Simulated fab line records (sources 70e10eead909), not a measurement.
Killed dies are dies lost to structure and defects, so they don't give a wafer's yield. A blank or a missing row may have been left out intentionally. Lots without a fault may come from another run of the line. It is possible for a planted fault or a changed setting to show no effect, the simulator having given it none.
8D (eight disciplines) problem report, filled in by code / flow nand-harc / the parts of the form that need people (team, actions taken, sign-off) are left out

1. WHAT WENT WRONG
Wafers without a fault read 94.4 s, standard deviation 0.44; run-length-s at NHARC_P_BONDPAD_ETCH_24 reads a mean of 73.2 s on 6 wafers belonging to 2 lots. That is -48 standard deviations from the usual mean.
The step: etches the open film in CF4/N2, target depth 30 nm, time 72.99 s.
First observed at day 14 11:07: wafer L665.4, on rie-diel-13. Wafers with a number at this step in the record: 42, from 14 lots. Rule for "out" (also "out of limits"): further than 4 standard deviations from the usual mean. All remaining wafers that have a number are taken as sound.

2. WHAT THIS IS AND IS NOT
question=which readings at this step | is=run-length-s | is not=drypump-motor-current-A, oes-product-au
question=which lots | is=L665, L666 | is not=L646, L647, L648, L649, L650, L652, L653, L654, L656, L659, L661, L667
question=which wafers of those lots | is=all that have a number | is not=-
question=read on which tools | is=rie-diel-13 | is not=rie-diel-02, rie-diel-04
question=when | is=from day 14 11:07 | is not=up to then (33 sound wafers); but 3 sound wafers of L667 came after

3. THE SUSPECTS, EACH WITH WHAT RULES IT OUT
Counting: a tool at a process step up to the reading stays a suspect if it ran every lot that is out and no sound lot after the first of them.
- pvd-sputter-01 at NHARC_P_M2_PVD_20 (deposits TaN, target thk 5 nm, time 8.06 s): kept. All lots that are out passed through it, beginning with L665 at day 14 10:40, and no sound lot followed; its final sound lot before that point was L653 at day 9 19:11. NHARC_P_M2_PVD_20: start missing for some lots; hours and lot order therefore follow NHARC_P_BONDPAD_ETCH_37.
- rie-diel-13 at NHARC_P_BONDPAD_ETCH_24 (etches the open film in CF4/N2, target depth 30 nm, time 72.99 s): kept. All lots that are out passed through it, beginning with L665 at day 14 11:07, and no sound lot followed; its final sound lot before that point was L659 at day 11 22:53. Its own run-length-s readings are out on those wafers.
The count leaves rie-diel-13 at NHARC_P_BONDPAD_ETCH_24 and pvd-sputter-01 at NHARC_P_M2_PVD_20.

4. THE CAUSE (what the simulator had put in)
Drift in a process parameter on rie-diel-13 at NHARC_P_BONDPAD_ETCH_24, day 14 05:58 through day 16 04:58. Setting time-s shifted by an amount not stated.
This tool is one of the 2 suspects left after counting.

5. THE EFFECT CHAIN, in route order
Each row: a reading whose mean over the struck wafers that have a number lies more than 3 standard deviations from the usual. Readings are gone through only where the record gives a usual standard deviation; hours: the median, over the lots, of the time from a lot's start at the first step in this table giving one to that lot's start at this step; sigmas: the change measured in usual standard deviations.
hours=0; step=NHARC_P_BONDPAD_ETCH_24; reading=run-length-s; usual=94.4 s; on struck wafers=73.2; change=-21.2; sigmas=-48
Here are the process steps it includes:
- NHARC_P_BONDPAD_ETCH_24: etches the open film in CF4/N2, target depth 30 nm, time 72.99 s.

6. WHAT WOULD HAVE CAUGHT IT SOONER
5 hours passed between the start of the fault at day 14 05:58 and the first reading out of limits in this record, taken at day 14 11:07.
